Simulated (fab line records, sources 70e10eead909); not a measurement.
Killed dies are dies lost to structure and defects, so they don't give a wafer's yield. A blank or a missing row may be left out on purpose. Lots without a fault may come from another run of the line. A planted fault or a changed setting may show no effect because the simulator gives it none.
Chamber matching | flow nand_harc | NHARC_P_BONDPAD_CMP_19 on cmp-04: 4 sister chambers
The step polishes, t overpolish 30 s, cu recess touch 16 s, target thk 160.81 nm. 22 wafers are shown with their chamber, then 11 later ones without.

WAFERS WITH THEIR CHAMBER
wafer  | chamber | motor_current_A (A) | overpolish_run_s (s)
L077.1 | 0       | 14.7                | 29.997
L077.3 | 3       | 11.9                | 29.995
L077.6 | 1       | 12.9                | 29.992
L079.2 | 2       | 10.9                | 30.008
L079.4 | 1       | 13.2                | 30.003
L079.6 | 2       | 11.1                | 29.998
L080.3 | 1       | 13.2                | 29.992
L080.4 | 2       | 11.4                | 30.001
L080.5 | 0       | 14.6                | 30.006
L084.2 | 1       | 14.0                | 29.995
L084.3 | 2       | 11.0                | 30.018
L084.5 | 1       | 14.1                | 30.008
L085.2 | 1       | 15.1                | 30.012
L085.5 | 2       | 11.2                | 30.002
L085.6 | 3       | 11.9                | 30.008
L086.3 | 3       | 11.6                | 29.994
L086.4 | 0       | 14.9                | 30.001
L086.5 | 3       | 11.6                | 29.997
L088.2 | 0       | 14.8                | 29.997
L088.3 | 1       | 14.3                | 29.979
L088.5 | 1       | 13.0                | 29.997
L091.1 | 1       | 13.5                | 30.015

SIGNATURES (means of the wafers above)
reading          | chamber 0 | chamber 1 | chamber 2 | chamber 3 | scatter within a chamber
motor_current_A  | 14.750    | 13.700    | 11.120    | 11.750    | 0.502
overpolish_run_s | 30.00025  | 29.99922  | 30.00540  | 29.99850  | 0.00904
Rule: a wafer's distance from a chamber is the root of the sum, over the readings, of the square of ((its reading less the chamber's mean) divided by the reading's scatter). The wafer belongs to the nearest chamber; if the next one is less than 2 further off, it can't be placed. The scatter: the root of (the sum of the squares of (reading less its chamber's mean) over the shown wafers, divided by (wafers less chambers)).

WAFERS WITHOUT THEIR CHAMBER
wafer  | motor_current_A (A) | overpolish_run_s (s)
L091.2 | 10.8                | 29.999
L091.5 | 13.9                | 29.999
L093.1 | 11.5                | 29.999
L093.3 | 14.1                | 30.005
L093.6 | 15.4                | 30.005
L094.1 | 13.7                | 29.990
L094.4 | 10.6                | 29.994
L094.5 | 13.9                | 29.998
L097.1 | 11.1                | 29.992
L097.3 | 14.2                | 29.987
L097.5 | 15.4                | 29.986

WHICH CHAMBER EACH WENT THROUGH
wafer  | from the rows above     | in truth
L091.2 | can't be placed: 2 or 3 | 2
L091.5 | can't be placed: 1 or 0 | 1
L093.1 | can't be placed: 3 or 2 | 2
L093.3 | can't be placed: 1 or 0 | 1
L093.6 | 0                       | 0
L094.1 | can't be placed: 1 or 0 | 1
L094.4 | can't be placed: 2 or 3 | 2
L094.5 | can't be placed: 1 or 0 | 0
L097.1 | can't be placed: 3 or 2 | 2
L097.3 | can't be placed: 1 or 0 | 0
L097.5 | can't be placed: 0 or 1 | 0
Placed correctly: 1 of 11. Can't be placed from these rows: 10 (the true chamber is among the candidates in 10). Placed wrongly: 0.
